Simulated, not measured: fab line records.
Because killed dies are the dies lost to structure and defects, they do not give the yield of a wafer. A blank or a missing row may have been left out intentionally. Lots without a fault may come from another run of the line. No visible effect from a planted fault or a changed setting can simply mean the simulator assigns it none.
fab line records	flow n5_finfet
record: lots: 9	wafers: 27	last_day: 17
route steps=1938 shown HKMG_FIN@431 BEOL_M4@1111 PASSIVATION@1936
lots that met no fault: taken from a fault-free run of the same line
start_h: hours from the record's first day to the start of the lot's first wafer shown	wait_h: hours elapsed since this lot's preceding step	" the same as in the row above	L1.1+2: one row covering several wafers at once	- no value, or no start given	* or withheld: withheld	< > ~ a bound
route shown NAME@n: a module of which the file shows steps, and the number in the route of the first	usual: mean/standard deviation taken from wafers without a fault	same: alike in all rows	chamber/n: place in a boat	sites: the reading at each site	_std_site: standard deviation across them	_edge_site: mean of outer sites minus mean of inner sites	radius_mm: for every site, how far away it sits from the centre of the wafer	mask NAME#n: copy n	behind: the tool/chamber that last shaped the wafer	hold: why the lot was held/for how many hours/how that ended	device: names the non-switching transistor (n, p or np)	end of line: the same wafers' tests at the end of the route	a step given without rows: its recipe and nothing more	killed: count of dies lost to structure and defects at first sort (not the wafer's yield)	map: shows each die of a wafer: x if killed, . if not, _ if none is there
set.NAME: the run value of the setting; set.NAME@STEP: its run value at that earlier step	model.NAME: the simulator's own value behind a step, which no gauge read
route steps across a sampled set of lots; one table per step, one row per wafer
services: a tool's chamber out of use, with start hour (start_h, from the record's first day; less than 0 if before it), hours out, and reason
== steps ==
step: N5_HKMG_FIN_OVL_MEAS_13
recipe: points_per_wafer: 44
usual: NWFM_OVL: -0.1/0.68
lot.wafer	tool	chamber	start_h	wait_h	NWFM_OVL[nm]
L801.1	overlay-01	0	89.58	0.0	-1.1
L801.4	"	0	"	"	-0.3
L801.5	"	0	"	"	0.0
L805.1	overlay-02	0	112.80	0.0	-0.8
L805.2	"	0	"	"	-1.2
L805.6	"	0	"	"	-1.1
L809.1	overlay-02	0	137.53	0.0	1.5
L809.3	"	0	"	"	0.5
L809.5	"	0	"	"	0.8
L812.2	overlay-01	0	157.13	0.0	-0.4
L812.3	"	0	"	"	0.1
L812.4	"	0	"	"	1.0
L813.3	overlay-01	0	161.76	0.0	0.2
L813.4	"	0	"	"	-0.8
L813.5	"	0	"	"	-0.3
L814.1	overlay-02	0	166.96	0.0	0.5
L814.3	"	0	"	"	0.4
L814.4	"	0	"	"	-0.5
L815.1	overlay-01	0	180.90	0.0	0.3
L815.2	"	0	"	"	-1.4
L815.3	"	0	"	"	-0.4
L821.1	overlay-01	0	213.89	0.0	-0.8
L821.2	"	0	"	"	-0.1
L821.6	"	0	"	"	0.5
L822.1	overlay-02	0	218.41	0.0	-0.4
L822.2	"	0	"	"	-0.7
L822.4	"	0	"	"	-0.2
step: N5_HKMG_FIN_WET_ETCH_18
recipe: chemistry: SC1	target: TiN	mix: 1:1:5	temp_c: *	time_s: 55	target_depth_nm: 5.2	dry: ipa_marangoni	rinse_time_s: 30	rinse_temp_c: 23
usual: bath_guard_temp_C: *	bath_heat_duty_pct: 7.0/0.74
lot.wafer	tool	chamber	start_h	wait_h	bath_guard_temp_C	bath_heat_duty_pct
L801.1	wet_bench-04	5	90.17	0.1	*	6.6
L801.4	"	7	"	"	*	7.7
L801.5	"	3	"	"	*	7.1
L805.1	wet_bench-06	5	113.41	0.1	*	7.1
L805.2	"	6	"	"	*	7.2
L805.6	"	4	"	"	*	8.4
L809.1	wet_bench-01	7	138.13	0.1	*	7.4
L809.3	"	0	"	"	*	5.4
L809.5	"	4	"	"	*	7.0
L812.2	wet_bench-06	5	157.84	0.1	*	7.5
L812.3	"	6	"	"	*	7.1
L812.4	"	2	"	"	*	7.3
L813.3	wet_bench-01	6	162.35	0.1	-	-
L813.4	"	7	"	"	-	-
L813.5	"	5	"	"	-	-
L814.1	wet_bench-06	5	167.62	0.1	-	-
L814.3	"	0	"	"	-	-
L814.4	"	6	"	"	-	-
L815.1	wet_bench-06	1	181.65	0.1	-	-
L815.2	"	7	"	"	-	-
L815.3	"	6	"	"	-	-
L821.1	wet_bench-01	2	214.49	0.1	*	7.6
L821.2	"	6	"	"	*	6.2
L821.6	"	1	"	"	*	8.1
L822.1	wet_bench-04	7	219.28	0.1	*	6.9
L822.2	"	1	"	"	*	8.0
L822.4	"	2	"	"	*	7.0
step: N5_HKMG_FIN_STRIP_88
recipe: chemistry: N2/H2	power_w: 2500	temp_c: 300	h2_frac: 0.65	time_s: 360	pressure_mtorr: withheld	n2_flow_sccm: 1750	h2_flow_sccm: 3250
usual: drypump_motor_current_A: 5.83/0.042	heater_power_w: 489/54	n2_flow_sccm: 1750/5.2
lot.wafer	tool	chamber	start_h	wait_h	drypump_motor_current_A	heater_power_w	n2_flow_sccm	rf_hours_counter_h
L801.1	plasma_asher-01	0	91.20	0.0	5.83	511	1750	89
L801.4	"	0	"	"	5.81	507	1746	-
L801.5	"	1	"	"	5.80	439	1754	-
L805.1	plasma_asher-02	1	114.48	0.0	5.76	460	1754	43
L805.2	"	0	"	"	5.91	572	1744	43
L805.6	"	1	"	"	5.76	475	1760	-
L809.1	plasma_asher-02	0	139.17	0.0	5.86	560	1753	48
L809.3	"	1	"	"	5.79	452	1748	-
L809.5	"	1	"	"	5.74	457	1757	-
L812.2	plasma_asher-01	1	159.10	0.0	5.81	428	1740	102
L812.3	"	1	"	"	5.86	424	1744	-
L812.4	"	0	"	"	5.82	488	1748	-
L813.3	plasma_asher-01	0	163.50	0.1	5.84	512	1753	-
L813.4	"	1	"	"	5.86	415	1760	-
L813.5	"	1	"	"	5.83	429	1755	-
L814.1	plasma_asher-02	0	168.67	0.0	5.89	579	1746	54
L814.3	"	1	"	"	5.76	455	1754	-
L814.4	"	0	"	"	5.87	576	1753	-
L815.1	plasma_asher-02	1	182.68	0.0	5.82	461	1753	57
L815.2	"	0	"	"	5.87	576	1751	57
L815.3	"	0	"	"	5.89	563	1758	-
L821.1	plasma_asher-01	1	215.87	0.0	5.83	424	1751	114
L821.2	"	0	"	"	5.83	520	1748	114
L821.6	"	0	"	"	5.84	492	1741	-
L822.1	plasma_asher-02	1	220.31	0.0	5.74	458	1746	64
L822.2	"	0	"	"	5.88	584	1745	64
L822.4	"	1	"	"	5.76	449	1746	-
step: N5_HKMG_FIN_ETCH_67
recipe: chemistry: N2/H2	target: SOC	target_depth_a: 3889	stop_on: TiN	ion_energy_ev: 100	bias_w: 61	pressure_mtorr: 30	source_w: 850	n2_flow_sccm: 200	h2_flow_sccm: 200
usual: bias_w: 61.01/0.17	chamber_pressure_mTorr: 30.002/0.026	drypump_motor_current_A: 5.9/0.37	n2_flow_sccm: 200.1/0.62	oes_product_au: 0.75/0.079	rf_vpp_V: 240.8/1.1	showerhead_plenum_p_Torr: 2.56/0.058	throttle_valve_pct: 17.95/0.15
lot.wafer	tool	chamber	start_h	wait_h	bias_w	chamber_pressure_mTorr	drypump_motor_current_A	n2_flow_sccm	oes_product_au	rf_hours_counter_h	rf_vpp_V	showerhead_plenum_p_Torr	throttle_valve_pct
L801.1	rie_diel-01	2	92.04	-	60.93	30.003	5.9	201.1	0.78	115	241.1	2.56	17.69
L801.4	"	1	"	"	60.83	29.982	6.6	200.8	0.74	170	240.4	2.53	18.12
L801.5	"	2	"	"	60.92	29.995	5.9	200.3	0.77	-	240.4	2.56	17.68
L805.1	rie_diel-03	1	115.45	-	60.74	30.010	6.0	200.6	0.70	228	239.3	2.51	18.23
L805.2	"	2	"	"	60.81	29.981	5.8	199.1	0.71	160	239.2	2.55	17.97
L805.6	"	3	"	"	60.84	30.004	6.2	199.6	0.71	-	240.2	2.51	17.86
L809.1	rie_diel-01	2	139.99	-	61.26	29.986	5.9	200.0	0.76	132	240.5	2.56	17.72
L809.3	"	0	"	"	60.91	30.012	6.5	199.4	0.89	18	242.9	2.70	17.84
L809.5	"	3	"	"	60.94	29.966	6.1	198.8	0.86	-	240.9	2.58	17.86
L812.2	rie_diel-03	3	159.93	-	60.99	30.022	6.1	200.2	0.69	228	241.1	2.51	17.88
L812.3	"	2	"	"	60.72	29.993	5.8	199.7	0.70	174	241.2	2.54	17.97
L812.4	"	3	"	"	61.00	29.969	6.1	200.0	0.70	-	240.2	2.51	17.90
L813.3	rie_diel-01	3	164.20	-	60.86	29.990	6.1	199.1	0.85	48	240.3	2.58	17.89
L813.4	"	1	"	"	61.08	30.018	6.6	201.0	0.72	194	239.4	2.52	18.16
L813.5	"	1	"	"	61.10	29.985	6.6	199.6	0.73	-	240.6	2.52	18.16
L814.1	rie_diel-01	1	169.49	-	61.06	30.001	6.6	200.4	0.72	195	239.5	2.52	18.14
L814.3	"	3	"	"	61.04	30.025	6.1	200.1	0.85	50	238.9	2.58	17.90
L814.4	"	0	"	"	60.88	30.021	6.5	199.7	0.88	27	241.4	2.70	17.86
L815.1	rie_diel-01	0	183.51	-	60.86	30.030	6.5	200.5	0.87	31	242.3	2.70	17.84
L815.2	"	2	"	"	60.94	30.001	5.9	199.9	0.75	148	239.9	2.55	17.76
L815.3	"	3	"	"	60.95	30.046	6.1	200.4	0.84	55	241.5	2.58	17.90
L821.1	rie_diel-03	2	216.69	-	60.85	30.015	5.8	200.1	0.69	197	238.6	2.53	18.02
L821.2	"	1	"	"	61.28	30.026	6.0	199.5	0.94	5	240.3	2.50	17.84
L821.6	"	0	"	"	61.10	30.009	5.5	199.4	0.67	-	243.1	2.62	17.87
L822.1	rie_diel-03	2	221.14	-	60.96	30.037	5.8	199.9	0.68	199	240.7	2.53	18.02
L822.2	"	1	"	"	61.00	30.036	6.0	199.6	0.94	7	241.4	2.50	17.84
L822.4	"	2	"	"	60.85	30.058	5.8	199.9	0.68	-	241.4	2.53	18.02
step: N5_BEOL_M4_RC_MEAS_101
usual: DIBL_N: 36.3/1.2	DIBL_P: 36.7/1.5	IOFF_N: 0.164/0.02	IOFF_N_85C: 3.2/0.34	IOFF_N_LIN: 0.075/0.0075	IOFF_N_LONG: 5.57e-05/1.9e-06	IOFF_P: 0.214/0.024	ION_N: 673/8.5	ION_P: 461/5.9	SS_N: 71.6/0.44	SS_P: 73.3/0.55	VT_N: 249.4/2.4	VT_N_LONG: 274.2/1.9	VT_N_LVT: 98.3/2.8	VT_P: -250.0/2.3
lot.wafer	tool	chamber	start_h	wait_h	DIBL_N[mV/V]	DIBL_P[mV/V]	IOFF_N[nA/um]	IOFF_N_85C[nA/um]	IOFF_N_LIN[nA/um]	IOFF_N_LONG[nA/um]	IOFF_P[nA/um]	ION_N[uA/um]	ION_P[uA/um]	SS_N[mV/dec]	SS_P[mV/dec]	VT_N[mV]	VT_N_LONG[mV]	VT_N_LVT[mV]	VT_P[mV]
L801.1	prober-01	0	194.75	0.0	35.1	36.3	0.140	2.7	0.065	5.22e-05	0.184	657	452	71.0	72.7	250.2	276.1	101.5	-253.4
L801.4	"	0	"	"	34.0	34.5	0.123	2.4	0.058	5.22e-05	0.166	662	454	71.6	72.7	251.7	279.1	104.9	-255.6
L801.5	"	0	"	"	35.6	37.5	0.162	3.0	0.073	5.39e-05	0.199	678	459	71.6	73.4	249.5	276.2	99.8	-253.3
L805.1	prober-01	0	203.66	0.0	36.4	36.7	0.144	2.9	0.067	5.67e-05	0.225	652	459	70.8	73.0	252.7	272.5	100.4	-248.0
L805.2	"	0	"	"	33.3	33.2	0.112	2.4	0.058	5.95e-05	0.173	676	465	70.8	71.9	254.2	271.4	102.2	-249.8
L805.6	"	0	"	"	35.5	35.5	0.134	2.7	0.066	5.76e-05	0.205	669	464	71.2	72.8	252.9	271.0	100.0	-250.0
L809.1	prober-01	0	230.53	0.0	35.0	35.5	0.152	3.0	0.074	5.73e-05	0.205	681	469	71.4	73.2	250.3	272.9	98.5	-251.2
L809.3	"	0	"	"	35.4	36.4	0.167	3.2	0.079	5.69e-05	0.214	678	463	71.4	73.4	247.4	271.5	98.0	-250.8
L809.5	"	0	"	"	36.1	37.2	0.175	3.4	0.082	5.61e-05	0.225	676	459	71.8	73.9	247.5	273.2	96.5	-248.6
L813.3	prober-01	0	254.05	0.3	37.2	36.8	0.000	0.0	0.000	3.17e-05	0.223	241	460	72.2	73.9	458.2	479.3	305.6	-249.7
L813.4	"	0	"	"	36.6	36.3	0.000	0.0	0.000	3.17e-05	0.218	240	460	71.4	73.3	452.1	484.2	307.7	-249.7
L813.5	"	0	"	"	36.7	36.4	0.000	0.0	0.000	3.15e-05	0.224	242	467	72.6	73.4	460.5	479.9	308.6	-249.6
L812.2	prober-02	0	254.19	0.2	36.5	37.6	0.160	3.0	0.074	5.38e-05	0.190	662	452	71.1	73.3	250.8	274.9	95.5	-252.2
L812.3	"	0	"	"	37.9	39.0	0.177	3.3	0.080	5.45e-05	0.217	671	462	71.5	73.3	249.7	271.4	94.1	-253.4
L812.4	"	0	"	"	38.2	39.6	0.188	3.5	0.082	5.4e-05	0.213	659	452	72.3	73.2	244.9	272.3	93.3	-249.8
L814.1	prober-02	0	259.92	0.0	36.7	37.1	0.000	0.0	0.000	3.15e-05	0.224	240	470	71.6	73.3	457.1	479.3	308.1	-247.1
L814.3	"	0	"	"	35.7	36.7	0.000	0.0	0.000	3.05e-05	0.218	239	466	71.1	73.3	461.4	476.0	310.4	-246.9
L814.4	"	0	"	"	34.9	35.7	0.000	0.0	0.000	3.09e-05	0.195	237	462	71.6	73.3	461.6	478.2	311.7	-247.2
L815.1	prober-02	0	269.18	0.0	36.0	36.7	0.000	0.0	0.000	3.05e-05	0.232	242	466	72.1	73.3	455.6	477.8	307.5	-248.2
L815.2	"	0	"	"	34.2	33.7	0.000	0.0	0.000	3.09e-05	0.190	239	463	71.5	72.7	457.9	486.1	310.9	-248.6
L815.3	"	0	"	"	35.2	34.7	0.000	0.0	0.000	3.12e-05	0.192	237	457	71.1	72.7	456.5	474.4	310.2	-251.4
L821.1	prober-02	0	302.79	0.0	38.4	38.8	0.186	3.5	0.082	5.44e-05	0.236	677	466	71.4	73.5	249.3	273.4	96.2	-249.4
L821.2	"	0	"	"	39.1	39.1	0.205	3.8	0.086	5.44e-05	0.240	685	467	72.2	73.5	246.7	273.9	94.1	-248.1
L821.6	"	0	"	"	37.7	37.5	0.175	3.3	0.078	5.51e-05	0.207	684	463	71.6	72.5	248.6	273.2	95.8	-252.9
L822.1	prober-02	0	307.18	0.0	36.3	38.1	0.159	3.1	0.074	5.29e-05	0.214	680	465	71.2	73.8	251.0	273.7	100.7	-251.5
L822.2	"	0	"	"	36.1	38.3	0.160	3.1	0.073	5.32e-05	0.214	672	465	71.2	73.3	251.5	275.9	101.0	-250.7
L822.4	"	0	"	"	38.6	40.1	0.200	3.8	0.087	5.34e-05	0.258	682	469	72.3	74.7	247.2	276.8	97.1	-249.7
step: N5_PASSIVATION_PROBE_49
usual: defect_limited_yield: 91.2/1.5	killed_at_M0_to_M3: 35/11	killed_at_M4_up: 13/5.6	killed_at_contacts: 13/6.3	killed_at_front_end: 38/12	killed_at_other: 3.7/2.9	killed_dies: 104/18	killed_open: 69/13	killed_short: 34/8.3	sort_bin_5_function: 5.2/0.95	sort_bin_6_memory: 3.3/0.68	sort_bin_8_speed: 0/0	sort_n_pass: 1076/18	sort_yield_pct: 91.2/1.5
same: gross_dies: 1180	killed_at_back_side: 0	sort_bin_4_leakage[%]: 0
lot.wafer	tool	chamber	start_h	wait_h	defect_limited_yield[%]	killed_at_M0_to_M3	killed_at_M4_up	killed_at_contacts	killed_at_front_end	killed_at_other	killed_dies	killed_open	killed_short	sort_bin_5_function[%]	sort_bin_6_memory[%]	sort_bin_8_speed[%]	sort_n_pass	sort_yield_pct[%]
L801.1	prober-02	-	299.68	0.0	90.7	40	14	14	39	3	110	79	27	5.9	2.8	0	1070	90.7
L801.4	prober-02	-	299.83	0.2	92.7	28	13	18	23	4	86	63	21	4.1	3.1	0	1094	92.7
L801.5	prober-02	-	299.88	0.2	88.4	54	12	4	62	5	137	84	49	7.4	3.7	0	1043	88.4
L805.1	prober-01	-	305.57	0.0	91.0	31	12	11	42	10	106	77	29	5.8	3.2	0	1074	91.0
L805.2	prober-01	-	305.62	0.1	92.2	38	16	8	21	9	92	65	24	4.0	3.5	0	1088	92.2
L805.6	prober-01	-	305.82	0.3	93.1	36	15	4	22	5	82	52	25	4.2	2.7	0	1098	93.1
L809.1	prober-01	-	337.84	0.0	92.2	38	15	12	26	1	92	66	25	4.3	3.3	0	1088	92.2
L809.3	prober-01	-	337.94	0.1	91.4	27	17	9	47	1	101	69	29	4.7	3.7	0	1079	91.4
L809.5	prober-01	-	338.04	0.2	88.7	54	14	18	43	4	133	79	50	7.0	3.6	0	1047	88.7
L812.2	prober-01	-	359.80	0.1	89.9	50	17	10	41	1	119	73	45	5.6	4.0	0	1061	89.9
L813.3	prober-01	-	362.83	0.1	93.4	28	6	11	26	7	78	53	25	3.9	2.5	93.39	0	0
L813.4	prober-01	-	362.88	0.2	92.5	29	5	14	35	6	89	62	27	3.7	3.6	92.46	0	0
L813.5	prober-01	-	362.93	0.2	92.9	30	4	1	38	11	84	52	32	4.2	2.9	92.88	0	0
L814.1	prober-01	-	364.72	0.0	86.9	61	13	10	68	2	154	93	61	7.9	4.6	86.95	0	0
L814.3	prober-01	-	364.82	0.1	91.4	30	11	13	46	1	101	59	42	4.6	3.6	91.44	0	0
L814.4	prober-01	-	364.87	0.2	86.9	50	14	3	84	4	155	101	53	7.3	5.4	86.86	0	0
L815.1	prober-01	-	378.64	0.0	90.3	37	13	16	47	2	115	86	28	5.3	4.3	90.25	0	0
L815.2	prober-01	-	378.69	0.1	92.5	21	7	20	37	3	88	59	29	4.7	2.5	92.54	0	0
L815.3	prober-01	-	378.74	0.1	91.4	39	5	30	25	2	101	75	25	4.2	4.0	91.44	0	0
L821.1	prober-02	-	410.79	0.0	92.5	26	13	4	45	0	88	63	25	4.1	3.1	0	1092	92.5
L821.2	prober-02	-	410.84	0.1	90.3	38	15	11	49	2	115	57	57	4.7	4.3	0	1065	90.3
L821.6	prober-02	-	411.04	0.3	91.0	32	16	6	47	5	106	75	30	4.4	4.1	0	1074	91.0
killed by level:class
L801.1 MOL_CONTACT_COAG:geometric_particle:open=14 FIN_SAQP:geometric_particle:open=10 STI_FIN_REVEAL:geometric_particle:open=8 BEOL_M2:geometric_particle:open=8 BEOL_M1:geometric_particle:open=6 BEOL_M3:geometric_particle:open=6 DUMMY_GATE:geometric_particle:open=5 BEOL_M0_SAQP:geometric_particle:open=5
L801.4 MOL_CONTACT_COAG:geometric_particle:open=14 STI_FIN_REVEAL:geometric_particle:open=9 BEOL_M2:geometric_particle:open=9 BEOL_M3:geometric_particle:open=6 BEOL_M4:geometric_particle:open=5 MOL_CONTACT_COAG:geometric_particle:short=4 BEOL_M1:geometric_particle:open=4 BEOL_M3:geometric_particle:short=4
L801.5 BEOL_M0_SAQP:geometric_particle:short=15 FIN_SAQP:geometric_particle:open=12 STI_FIN_REVEAL:geometric_particle:open=11 BEOL_M0_SAQP:geometric_particle:open=10 BEOL_M3:geometric_particle:open=10 FIN_SAQP:geometric_particle:short=9 BEOL_M2:geometric_particle:open=7 GATE_CUT:geometric_particle:short=6
L805.1 STI_FIN_REVEAL:geometric_particle:open=11 MOL_CONTACT_COAG:geometric_particle:open=10 FIN_SAQP:geometric_particle:short=8 BEOL_M0_SAQP:geometric_particle:short=6 BEOL_M7:geometric_particle:open=6 BEOL_M0_SAQP:geometric_particle:open=5 BEOL_M3:geometric_particle:open=5 STARTING-WAFER:geometric_particle:open=5
L805.2 BEOL_M0:geometric_particle:open=10 BEOL_M0_SAQP:geometric_particle:open=9 MOL_CONTACT_COAG:geometric_particle:open=7 BEOL_M1:geometric_particle:open=7 BEOL_M8:geometric_particle:open=4 BEOL_M4:geometric_particle:open=4 STARTING-WAFER:geometric_particle:open=4 STI_FIN_REVEAL:geometric_particle:open=3
L805.6 BEOL_M0_SAQP:geometric_particle:short=7 BEOL_M0:geometric_particle:open=6 BEOL_M2:geometric_particle:open=6 BEOL_M3:geometric_particle:open=5 MOL_CONTACT_COAG:geometric_particle:open=4 BEOL_M0_SAQP:geometric_particle:open=4 BEOL_M7:geometric_particle:open=4 BEOL_M8:geometric_particle:open=4
L809.1 BEOL_M0_SAQP:geometric_particle:short=11 STI_FIN_REVEAL:geometric_particle:open=10 MOL_CONTACT_COAG:geometric_particle:open=10 BEOL_M4:geometric_particle:open=10 BEOL_M0_SAQP:geometric_particle:open=9 BEOL_M2:geometric_particle:open=7 BEOL_M3:geometric_particle:open=4 FIN_SAQP:geometric_particle:short=3
L809.3 STI_FIN_REVEAL:geometric_particle:open=10 FIN_SAQP:geometric_particle:open=9 MOL_CONTACT_COAG:geometric_particle:open=8 BEOL_M0_SAQP:geometric_particle:short=7 BEOL_M0_SAQP:geometric_particle:open=6 BEOL_M4:geometric_particle:open=6 BEOL_M2:geometric_particle:open=5 FIN_SAQP:geometric_particle:short=4
L809.5 BEOL_M0_SAQP:geometric_particle:open=24 BEOL_M0_SAQP:geometric_particle:short=20 MOL_CONTACT_COAG:geometric_particle:open=14 STI_FIN_REVEAL:geometric_particle:open=8 FIN_SAQP:geometric_particle:short=7 FIN_SAQP:geometric_particle:open=6 GATE_CUT:geometric_particle:short=5 FIN_CUT:geometric_particle:short=3
L812.2 STI_FIN_REVEAL:geometric_particle:open=12 BEOL_M2:geometric_particle:open=10 BEOL_M0_SAQP:geometric_particle:open=10 BEOL_M1:geometric_particle:open=9 BEOL_M4:geometric_particle:open=9 STI_FIN_REVEAL:geometric_particle:short=8 BEOL_M0_SAQP:geometric_particle:short=8 MOL_CONTACT_COAG:geometric_particle:short=5
L813.3 MOL_CONTACT_COAG:geometric_particle:open=7 BEOL_M3:geometric_particle:open=6 STI_FIN_REVEAL:geometric_particle:open=5 BEOL_M1:geometric_particle:open=5 MOL_CONTACT_COAG:geometric_particle:short=4 BEOL_M0_SAQP:geometric_particle:open=4 BEOL_M0:geometric_particle:open=4 FIN_SAQP:geometric_particle:open=3
L813.4 STI_FIN_REVEAL:geometric_particle:open=10 MOL_CONTACT_COAG:geometric_particle:open=10 BEOL_M0:geometric_particle:open=7 BEOL_M3:geometric_particle:open=7 GATE_CUT:geometric_particle:short=5 DUMMY_GATE:geometric_particle:open=4 BEOL_M2:geometric_particle:open=4 MOL_CONTACT_COAG:geometric_particle:short=4
L813.5 BEOL_M0_SAQP:geometric_particle:short=9 STI_FIN_REVEAL:geometric_particle:open=8 GATE_CUT:geometric_particle:short=7 FIN_SAQP:geometric_particle:open=6 FIN_SAQP:geometric_particle:short=5 DUMMY_GATE:geometric_particle:open=5 BEOL_M0_SAQP:geometric_particle:open=5 BEOL_M2:geometric_particle:open=5
L814.1 BEOL_M0_SAQP:geometric_particle:short=22 FIN_SAQP:geometric_particle:open=19 BEOL_M0_SAQP:geometric_particle:open=19 FIN_SAQP:geometric_particle:short=11 BEOL_M3:geometric_particle:open=9 STI_FIN_REVEAL:geometric_particle:open=8 MOL_CONTACT_COAG:geometric_particle:open=8 DUMMY_GATE:geometric_particle:open=5
L814.3 FIN_SAQP:geometric_particle:short=16 BEOL_M2:geometric_particle:open=11 MOL_CONTACT_COAG:geometric_particle:open=10 FIN_SAQP:geometric_particle:open=8 STI_FIN_REVEAL:geometric_particle:open=7 BEOL_M4:geometric_particle:open=6 GATE_CUT:geometric_particle:short=6 BEOL_M2:geometric_particle:short=4
L814.4 FIN_SAQP:geometric_particle:open=21 BEOL_M0_SAQP:geometric_particle:open=17 FIN_SAQP:geometric_particle:short=14 STI_FIN_REVEAL:geometric_particle:open=13 BEOL_M0_SAQP:geometric_particle:short=9 BEOL_M2:geometric_particle:open=7 BEOL_M4:geometric_particle:open=7 STARTING-WAFER:geometric_particle:short=6
L815.1 FIN_SAQP:geometric_particle:open=20 BEOL_M3:geometric_particle:open=13 MOL_CONTACT_COAG:geometric_particle:open=13 BEOL_M4:geometric_particle:open=9 BEOL_M0_SAQP:geometric_particle:open=8 BEOL_M2:geometric_particle:open=6 FIN_SAQP:geometric_particle:short=5 ILD0:geometric_particle:short=5
L815.2 MOL_CONTACT_COAG:geometric_particle:open=17 FIN_SAQP:geometric_particle:open=9 BEOL_M2:geometric_particle:open=8 GATE_CUT:geometric_particle:short=7 BEOL_M4:geometric_particle:open=6 GATE_CUT:geometric_particle:open=4 MOL_CONTACT_COAG:geometric_particle:short=3 BEOL_M0_SAQP:geometric_particle:short=3
L815.3 MOL_CONTACT_COAG:geometric_particle:open=23 BEOL_M2:geometric_particle:open=9 MOL_CONTACT_COAG:geometric_particle:short=7 BEOL_M1:geometric_particle:open=7 BEOL_M3:geometric_particle:open=7 BEOL_M0_SAQP:geometric_particle:open=6 STI_FIN_REVEAL:geometric_particle:open=5 BEOL_M0_SAQP:geometric_particle:short=5
L821.1 FIN_SAQP:geometric_particle:open=14 FIN_SAQP:geometric_particle:short=8 STI_FIN_REVEAL:geometric_particle:open=8 BEOL_M0_SAQP:geometric_particle:open=7 BEOL_M4:geometric_particle:open=7 BEOL_M3:geometric_particle:open=6 BEOL_M0_SAQP:geometric_particle:short=5 GATE_CUT:geometric_particle:short=4
L821.2 FIN_SAQP:geometric_particle:short=18 BEOL_M0_SAQP:geometric_particle:short=16 BEOL_M0_SAQP:geometric_particle:open=10 MOL_CONTACT_COAG:geometric_particle:open=8 FIN_SAQP:geometric_particle:open=7 STARTING-WAFER:geometric_particle:short=6 STI_FIN_REVEAL:geometric_particle:open=5 BEOL_M3:geometric_particle:open=4
L821.6 FIN_SAQP:geometric_particle:open=17 BEOL_M0_SAQP:geometric_particle:short=8 FIN_SAQP:geometric_particle:short=7 STI_FIN_REVEAL:geometric_particle:open=7 BEOL_M1:geometric_particle:open=7 BEOL_M4:geometric_particle:open=7 GATE_CUT:geometric_particle:short=6 MOL_CONTACT_COAG:geometric_particle:open=6
== services ==
tool	chamber	start_h	hours	kind
rie_diel-01	0	73.23	-	clean
rie_diel-01	0	73.23	-	consumable_replace:focus_ring
rie_diel-01	0	73.23	-	consumable_replace:showerhead
rie_diel-01	0	73.23	15.8	scheduled_down
rie_diel-01	0	73.23	15.8	vent_cycle
wet_bench-01	-	86.46	1.7	repair
rie_diel-03	3	90.78	8.7	repair
rie_diel-03	2	120.65	6.2	repair
rie_diel-01	1	121.10	5.2	repair
rie_diel-03	0	155.80	6.7	repair
rie_diel-03	1	180.59	-	clean
rie_diel-03	1	180.59	-	consumable_replace:focus_ring
rie_diel-03	1	180.59	22.5	scheduled_down
rie_diel-03	1	180.59	22.5	vent_cycle
rie_diel-03	3	213.59	-	clean
rie_diel-03	3	213.59	-	consumable_replace:focus_ring
rie_diel-03	3	213.59	18.4	scheduled_down
rie_diel-03	3	213.59	18.4	vent_cycle
== key ==
first_sign: step: N5_HKMG_FIN_WET_ETCH_18	reading: tool_record	direction: missing
effect: step: N5_BEOL_M4_RC_MEAS_101	reading: VT_N_LONG	direction: up	sigmas: 99+	usual: 274.2	struck: 479.5
effect: step: N5_BEOL_M4_RC_MEAS_101	reading: VT_N	direction: up	sigmas: 87	usual: 249.4	struck: 457.9
effect: step: N5_BEOL_M4_RC_MEAS_101	reading: VT_N_LVT	direction: up	sigmas: 76	usual: 98.3	struck: 309.0
effect: step: N5_BEOL_M4_RC_MEAS_101	reading: ION_N	direction: down	sigmas: 51	usual: 673	struck: 240
effect: step: N5_BEOL_M4_RC_MEAS_101	reading: IOFF_N_LONG	direction: down	sigmas: 13	usual: 5.57e-05	struck: 3.12e-05
effect: step: N5_BEOL_M4_RC_MEAS_101	reading: IOFF_N_LIN	direction: down	sigmas: 10	usual: 0.075	struck: 0.000
effect: step: N5_BEOL_M4_RC_MEAS_101	reading: IOFF_N_85C	direction: down	sigmas: 9.4	usual: 3.2	struck: 0.0
effect: step: N5_BEOL_M4_RC_MEAS_101	reading: IOFF_N	direction: down	sigmas: 8.1	usual: 0.164	struck: 0.000
effect: step: N5_PASSIVATION_PROBE_49	reading: sort_bin_8_speed	direction: up	sigmas: 99+	usual: 0	struck: 90.91
met_at N5_HKMG_FIN_WET_ETCH_18
struck_lots L813,L814,L815
not_acting_at N5_HKMG_FIN_OVL_MEAS_13,N5_HKMG_FIN_STRIP_88,N5_HKMG_FIN_ETCH_67
onset_between 157.84 162.35
fault: kind: skipped_step_whole	tool: wet_bench-01,wet_bench-06	chamber: -	onset_h: 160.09	steps: N5_HKMG_FIN_WET_ETCH_18	scope: struck_lots_only
